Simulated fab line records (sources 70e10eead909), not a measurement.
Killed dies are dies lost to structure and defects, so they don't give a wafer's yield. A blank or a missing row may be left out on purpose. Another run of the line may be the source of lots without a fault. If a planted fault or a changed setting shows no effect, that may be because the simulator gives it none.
The same fault as seen by 3 desks :: flow nand_harc :: numbers are kept per desk, each desk with only its own; the story behind them comes last

THE DEFECT DESK
Lot by lot, what the route's inspections counted, given as the mean of those sampled wafers with a number. The brackets show how far a lot's mean lies from the usual mean; more than 4 standard deviations puts the lot out of limits, marked OUT.
Columns: A = raw_defect_count at NHARC_A_ONON_D2_INSPECT_32, usual 403
lot: L309
first seen here: day 12 21:20
A: 243

lot: L308
first seen here: day 12 21:32
A: 328

lot: L310
first seen here: day 13 13:09
A: 492

lot: L311
first seen here: day 14 10:46
A: 339

lot: L313
first seen here: day 15 04:59
A: 386

lot: L322
first seen here: day 19 00:00
A: 565

lot: L324
first seen here: day 19 21:28
A: 310

lot: L325
first seen here: day 19 21:38
A: 597

lot: L326
first seen here: day 20 06:59
A: 437

lot: L327
first seen here: day 20 18:18
A: 452

lot: L329
first seen here: day 22 00:47
A: 325

lot: L330
first seen here: day 22 09:38
A: 393

lot: L331
first seen here: day 22 09:43
A: 294
Result from this desk: across the 13 lots, nothing is out of limits.

FROM THE METROLOGY DESK
Lot by lot, what the gauges showed, no matter which tool ran the lot: averages of those sampled wafers that carry a number. The brackets show how far a lot's mean lies from the usual mean; more than 4 standard deviations puts the lot out of limits, marked OUT.
Columns: A = thk_nm at NHARC_A_ONON_D2_THK_MEAS_08, usual 1002 nm; B = thk_nm at NHARC_A_ONON_D2_THK_MEAS_21, usual 1002 nm
lot: L309
first seen here: day 12 11:15
A: 1005
B: 996

lot: L308
first seen here: day 12 11:36
A: 1003
B: 1009

lot: L310
first seen here: day 13 01:24
A: 997
B: 1032

lot: L311
first seen here: day 13 22:44
A: 996
B: 1000

lot: L313
first seen here: day 14 14:18
A: 987
B: 1012

lot: L322
first seen here: day 18 12:20
A: 1012
B: 1574 (+59) OUT

lot: L325
first seen here: day 19 09:02
A: 999
B: 1000

lot: L324
first seen here: day 19 09:02
A: 985
B: 1571 (+59) OUT

lot: L326
first seen here: day 19 18:56
A: 1000
B: 1007

lot: L327
first seen here: day 20 04:54
A: 1005
B: 1005

lot: L329
first seen here: day 21 10:33
A: 1011
B: 993

lot: L331
first seen here: day 21 22:00
A: 993
B: 1002

lot: L330
first seen here: day 21 22:11
A: 1010
B: 992
This desk's verdict: out of limits on L322, L324, starting with L322 at day 18 21:22 (thk_nm at NHARC_A_ONON_D2_THK_MEAS_21). Within limits: L309, L308, L310, L311, L313, L325, L326, L327, L329, L331, L330.

TOOL OWNER'S DESK, pecvd_onon-03
The tool's own readings at NHARC_A_ONON_D2_DEP_19 (target thk 1000 nm): means of the sampled wafers that have a number, for each lot that ran on this tool. The brackets show how far a lot's mean lies from the usual mean; more than 4 standard deviations puts the lot out of limits, marked OUT.
Columns: A = susceptor_temp_C at NHARC_A_ONON_D2_DEP_19, usual 400.03 C
lot: L311
first seen here: day 14 08:01
A: 399.90

lot: L313
first seen here: day 15 02:16
A: 400.15

lot: L322
first seen here: day 18 20:50
A: 399.99

lot: L324
first seen here: day 19 18:47
A: 400.43

lot: L330
first seen here: day 22 06:58
A: 399.96
Result from this desk: across the 5 lots, nothing is out of limits.

BROUGHT TOGETHER
On L322, L324, the metrology desk was in a position to raise an alarm at day 18 21:22.
The defect desk saw nothing out of limits.
Nothing out of limits was seen by the tool owner's desk.
The defect desk has L322, L324 on record, within its limits.
On record at the tool owner's desk: L322, L324, within its limits.
All the named lots went through NHARC_A_ONON_D2_DEP_19 on pecvd_onon-03.

WHAT THE SIMULATOR HAD INSERTED
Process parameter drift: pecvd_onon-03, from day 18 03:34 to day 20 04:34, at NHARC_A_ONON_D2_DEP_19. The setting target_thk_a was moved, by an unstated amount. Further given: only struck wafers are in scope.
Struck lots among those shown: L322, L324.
Hours from the fault's start to each desk's first reading out of limits: the metrology desk, 18.
